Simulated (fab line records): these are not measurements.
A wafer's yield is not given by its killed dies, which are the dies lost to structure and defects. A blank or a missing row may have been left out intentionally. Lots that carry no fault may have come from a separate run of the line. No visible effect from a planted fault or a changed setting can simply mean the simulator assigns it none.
Struck lot and sound lot, side by side	flow nand-harc	15 steps out of a route of 1302
Sound: wafers L641.4, L641.5, L641.6. Struck: wafer L650.1 (left out: L650.4, a lot-mate that was not struck); the cause follows at the end.
Each step with rows lists, per side, the tool, then ch with its chambers, then its first start. Under that, the readings that differ: sound wafers	struck wafers	difference of the means	sigmas: that difference in standard deviations of wafers without a fault.
alike: readings with means less than 2 such deviations apart, plus words and numbers identical on both sides. not compared: withheld readings, readings lacking a value on some wafer, bounds such as >300 that could conceal the same value, and numbers that have no deviation in the record and whose values overlap.
The two part at a step that has a row with sigmas, a row that says differs or no value, or rows on one side only. Numbers that don't overlap but have no deviation are shown without sigmas and don't part them. Lack of a reading on every wafer of one side parts them only where that side has two or more wafers.

first, 7 steps without rows for these wafers: NHARC_A_CHANNEL_HOLE_D1_COAT_37 (time 65 s); NHARC_A_CHANNEL_HOLE_D1_COAT_04 (resist thk 90 nm); NHARC_A_CHANNEL_HOLE_D1_SOFTBAKE_05 (time 55 s); NHARC_A_CHANNEL_HOLE_D1_EBR_06; NHARC_A_CHANNEL_HOLE_D1_EXPOSE_07 (exposes mask HOLE D1, target cd 100 nm); NHARC_A_CHANNEL_HOLE_D1_PEB_08 (peb time 65 s); NHARC_A_CHANNEL_HOLE_D1_DEVELOP_09 (develop time 35 s).
NHARC_A_CHANNEL_HOLE_D1_CD_MEAS_10: target cd 100 nm.
  sound on cd-sem-03 ch 0, day 9 21:29; struck on cd-sem-01 ch 0, day 13 08:44
  alike: cd-nm
NHARC_A_CHANNEL_HOLE_D1_OVL_MEAS_11:
  sound on overlay-01, day 9 21:34; struck on overlay-01, day 13 08:50
reading	sound	struck	difference	sigmas
overlay-y-nm (nm)	0.7 0.7 0.4	-1.5	-2.1	-2
  alike: overlay-x-nm
NHARC_A_CHANNEL_HOLE_D1_INSPECT_12:
  sound on defect-inspect-01, day 9 21:36; struck on defect-inspect-01, day 13 08:52
  alike: raw-defect-count
NHARC_A_CHANNEL_HOLE_D1_DESCUM_15: chemistry O2, time 3 s.
  sound on rie-diel-01 ch 0,1,2, day 9 21:41; struck on rie-diel-01 ch 2, day 13 08:56
  alike: drypump-motor-current-A, oes-product-au, rf-vpp-V, showerhead-plenum-p-Torr, throttle-valve-pct
  not compared: rf-hours-counter-h
NHARC_A_CHANNEL_HOLE_D1_ETCH_38: etches the open film in CF4, target depth 39 nm, time 65 s.
  sound on rie-diel-01 ch 0,1, day 9 21:45; struck on rie-diel-01 ch 2, day 13 09:01
reading	sound	struck	difference	sigmas
drypump-motor-current-A (A)	6.5 6.5 5.6	5.1	-1.1	-2
  alike: cf4-flow-sccm, oes-product-au, rf-vpp-V, run-length-s, showerhead-plenum-p-Torr, throttle-valve-pct
  not compared: rf-hours-counter-h
NHARC_A_CHANNEL_HOLE_D1_ETCH_39: etches the open film in N2/H2, target depth 260 nm, time 325 s.
  sound on rie-diel-01 ch 0,1, day 9 21:50; struck on rie-diel-01 ch 1, day 13 09:10
reading	sound	struck	difference	sigmas
run-length-s (s)	346.0 345.8 345.9	325.0	-20.9	-56
  alike: drypump-motor-current-A, oes-product-au, rf-vpp-V, showerhead-plenum-p-Torr, throttle-valve-pct
  not compared: rf-hours-counter-h
NHARC_A_CHANNEL_HOLE_D1_ETCH_34: etches the open film in CF4/CHF3, target depth 154 nm, time 77 s.
  sound on rie-diel-01 ch 0,1,2; struck on rie-diel-01 ch 1
  alike: cf4-flow-sccm, drypump-motor-current-A, oes-product-au, rf-vpp-V, run-length-s, showerhead-plenum-p-Torr, throttle-valve-pct
  not compared: rf-hours-counter-h
-- record jumps: 16 days between struck wafers' starts before vs after; left off in module A_CHANNEL_HOLE_D1, resumes in module END, first step shown is number 1302 of the route --
NHARC_END_SORT_01:
  sound on prober-01 ch 0, day 25 01:42; struck on prober-02 ch 0, day 29 13:34
reading	sound	struck	difference	sigmas
killed-at-other	0 0 0	3	+3	+3
  alike: killed-at-array, killed-at-periphery, killed-dies, killed-open, killed-short

WHERE THEY PART
Last at NHARC_END_SORT_01 as far as this record goes, first at NHARC_A_CHANNEL_HOLE_D1_OVL_MEAS_11.

WHY: what the simulator had put in
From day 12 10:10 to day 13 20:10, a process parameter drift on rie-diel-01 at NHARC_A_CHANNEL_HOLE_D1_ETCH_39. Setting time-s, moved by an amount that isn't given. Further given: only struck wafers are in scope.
